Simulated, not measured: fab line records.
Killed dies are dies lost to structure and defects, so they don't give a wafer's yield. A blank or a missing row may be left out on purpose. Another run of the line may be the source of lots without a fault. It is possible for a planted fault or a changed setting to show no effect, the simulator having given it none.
Matching of chambers | flow nand-harc | NHARC_A_DECK1_JOINT_DEP_16 on pecvd-02: 3 sister chambers
The step deposits SiO2, target thk 45 nm. 14 wafers are shown with their chamber, then 7 later ones without.

WAFERS, EACH WITH ITS CHAMBER
wafer  | chamber | heater-power-w (W) | heater-power-outer-w (W) | throttle-valve-pct (%)
L279.1 | 1       | 680                | 390                      | 16.5
L279.4 | 0       | 607                | 370                      | 16.0
L279.5 | 1       | 699                | 387                      | 16.4
L282.1 | 0       | 634                | 397                      | 16.3
L282.3 | 2       | 406                | 238                      | 15.8
L282.5 | 1       | 652                | 365                      | 16.8
L283.4 | 2       | 507                | 302                      | 16.0
L283.5 | 1       | 667                | 370                      | 16.9
L283.6 | 0       | 625                | 403                      | 16.2
L285.1 | 2       | 444                | 262                      | 16.1
L285.2 | 1       | 550                | 278                      | 16.7
L285.4 | 1       | 566                | 289                      | 16.4
L294.3 | 1       | 575                | 301                      | 16.3
L294.5 | 0       | 639                | 399                      | 15.7

SIGNATURES (averages over the wafers above)
reading              | chamber 0 | chamber 1 | chamber 2 | scatter within a chamber
heater-power-w       | 626.25    | 627.00    | 452.33    | 50.8
heater-power-outer-w | 392.25    | 340.00    | 267.33    | 39.3
throttle-valve-pct   | 16.050    | 16.571    | 15.967    | 0.228
Rule: distance of a wafer from a chamber = root of the sum over the readings of ((wafer's reading minus chamber's mean) / reading's scatter) squared. If the next closest chamber is less than 2 further off than the closest, the wafer can't be placed; otherwise it belongs to the closest. The scatter: the root of (the sum of the squares of (reading less its chamber's mean) over the shown wafers, divided by (wafers less chambers)).

WAFERS MISSING THEIR CHAMBER
wafer  | heater-power-w (W) | heater-power-outer-w (W) | throttle-valve-pct (%)
L294.6 | 550                | 294                      | 16.3
L296.4 | 450                | 260                      | 16.2
L296.5 | 551                | 343                      | 16.1
L296.6 | 533                | 273                      | 16.2
L300.1 | 558                | 342                      | 16.1
L300.3 | 601                | 323                      | 16.1
L300.4 | 610                | 327                      | 16.5

WHICH CHAMBER EACH WENT THROUGH
wafer  | from the rows above          | in truth
L294.6 | can't be placed: 1 or 2 or 0 | 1
L296.4 | 2                            | 2
L296.5 | can't be placed: 0 or 1 or 2 | 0
L296.6 | can't be placed: 2 or 1 or 0 | 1
L300.1 | can't be placed: 0 or 1 or 2 | 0
L300.3 | can't be placed: 0 or 1 or 2 | 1
L300.4 | 1                            | 1
Correct placement for 2 of the 7. These rows do not allow placing 5 (true chamber among the candidates in 5). 0 placed wrongly.
